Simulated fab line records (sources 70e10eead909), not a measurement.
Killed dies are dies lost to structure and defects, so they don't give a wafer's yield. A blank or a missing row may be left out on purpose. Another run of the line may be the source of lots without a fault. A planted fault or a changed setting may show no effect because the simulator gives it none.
Matching of chambers	flow nandHarc	4 sister chambers for NHARC_A_M1_STRIP_18 on rieDiel-11
The step strips in N2/H2. 16 wafers are shown with their chamber, then 8 later ones without.

## EACH WAFER AND ITS CHAMBER
wafer	chamber	oesProductAu (a.u.)	throttleValvePct (%)	rfVppV (V)
L313.1	0	0.972	14.182	90.4
L313.2	2	1.001	14.169	90.5
L313.5	0	0.972	14.181	91.0
L316.1	3	1.026	14.156	89.5
L316.4	3	1.036	14.178	90.1
L316.5	0	0.990	14.150	90.8
L318.1	0	0.986	14.172	88.8
L318.3	2	0.995	14.167	89.8
L318.6	3	1.022	14.169	91.2
L322.3	1	0.970	14.176	89.8
L322.5	0	0.968	14.168	90.9
L322.6	1	0.970	14.187	91.2
L324.2	0	0.972	14.165	90.6
L324.3	3	1.021	14.169	91.5
L324.6	1	0.986	14.171	91.1
L327.1	1	0.974	14.173	90.0

SIGNATURES, as means of the wafers listed above
reading	chamber 0	chamber 1	chamber 2	chamber 3	scatter within a chamber
oesProductAu	0.97667	0.97500	0.99800	1.02625	0.00783
throttleValvePct	14.16967	14.17675	14.16800	14.16800	0.00957
rfVppV	90.417	90.525	90.150	90.575	0.808
Rule: a wafer lies at a distance from a chamber equal to the root of the sum of squares, over the readings, of (its reading less the chamber's mean, divided by the reading's scatter). The wafer belongs to the nearest chamber; if the next one is less than 2 further off, it can't be placed. The scatter: take each reading less its chamber's mean, square it, sum over the shown wafers, divide by the number of wafers less the number of chambers, and take the root.

## WAFERS WHOSE CHAMBER IS MISSING
wafer	oesProductAu (a.u.)	throttleValvePct (%)	rfVppV (V)
L327.3	0.989	14.177	91.1
L327.4	0.990	14.165	91.1
L328.3	0.992	14.173	89.7
L328.5	0.979	14.173	90.7
L328.6	0.983	14.174	90.0
L330.2	0.991	14.170	88.0
L330.3	1.030	14.163	91.9
L330.4	1.002	14.169	91.0

## THE CHAMBER EACH PASSED THROUGH
wafer	from the rows above	in truth
L327.3	can't be placed: 2 or 1 or 0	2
L327.4	can't be placed: 2 or 0 or 1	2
L328.3	can't be placed: 2 or 0 or 1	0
L328.5	can't be placed: 0 or 1 or 2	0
L328.6	can't be placed: 0 or 1 or 2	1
L330.2	can't be placed: 2 or 0 or 1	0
L330.3	3	3
L330.4	can't be placed: 2 or 3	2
Correct placement for 1 of the 8. These rows do not allow placing 7 (true chamber among the candidates in 7). 0 placed wrongly.
